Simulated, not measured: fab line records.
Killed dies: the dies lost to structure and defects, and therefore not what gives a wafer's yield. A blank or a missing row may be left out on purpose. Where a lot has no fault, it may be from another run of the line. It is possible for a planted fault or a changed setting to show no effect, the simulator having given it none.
Chamber matching :: flow n5Finfet :: N5_BEOL_M5_PRE_CLEAN_77 on cvdCo-02 has 3 sister chambers
The step time 15 s. 3 wafers are shown with their chamber, then 12 later ones without.

EACH WAFER AND ITS CHAMBER
wafer: L087.6
chamber: 2
heaterPowerW (W): 56

wafer: L093.3
chamber: 1
heaterPowerW (W): 101

wafer: L093.4
chamber: 0
heaterPowerW (W): 75

WAFERS MISSING THEIR CHAMBER
wafer: L095.2
heaterPowerW (W): 76

wafer: L095.5
heaterPowerW (W): 78

wafer: L095.6
heaterPowerW (W): 98

wafer: L094.1
heaterPowerW (W): 78

wafer: L094.3
heaterPowerW (W): 55

wafer: L094.5
heaterPowerW (W): 99

wafer: L096.1
heaterPowerW (W): 102

wafer: L096.4
heaterPowerW (W): 75

wafer: L096.6
heaterPowerW (W): 58

wafer: L097.4
heaterPowerW (W): 76

wafer: L097.5
heaterPowerW (W): 57

wafer: L097.6
heaterPowerW (W): 104

CHAMBER TAKEN BY EACH
wafer: L095.2
from the rows above: 0
in truth: 0

wafer: L095.5
from the rows above: 0
in truth: 0

wafer: L095.6
from the rows above: 1
in truth: 1

wafer: L094.1
from the rows above: 0
in truth: 0

wafer: L094.3
from the rows above: 2
in truth: 2

wafer: L094.5
from the rows above: 1
in truth: 1

wafer: L096.1
from the rows above: 1
in truth: 1

wafer: L096.4
from the rows above: 0
in truth: 0

wafer: L096.6
from the rows above: 2
in truth: 2

wafer: L097.4
from the rows above: 0
in truth: 0

wafer: L097.5
from the rows above: 2
in truth: 2

wafer: L097.6
from the rows above: 1
in truth: 1
Correctly placed: 12 of 12. Not placeable from these rows: 0. 0 placed wrongly.
How it was worked out, from the rows above alone: a wafer's distance from a chamber is the root of the sum, over the readings, of the square of ((its reading less the chamber's mean) divided by the reading's scatter). The wafer belongs to the nearest chamber; if the next one is less than 2 further off, it can't be placed. For every chamber, the mean is computed from those of its wafers that are shown. The scatter: with one shown wafer a chamber, the root of the mean of the squares of how far each hidden wafer lies from its nearest shown one.
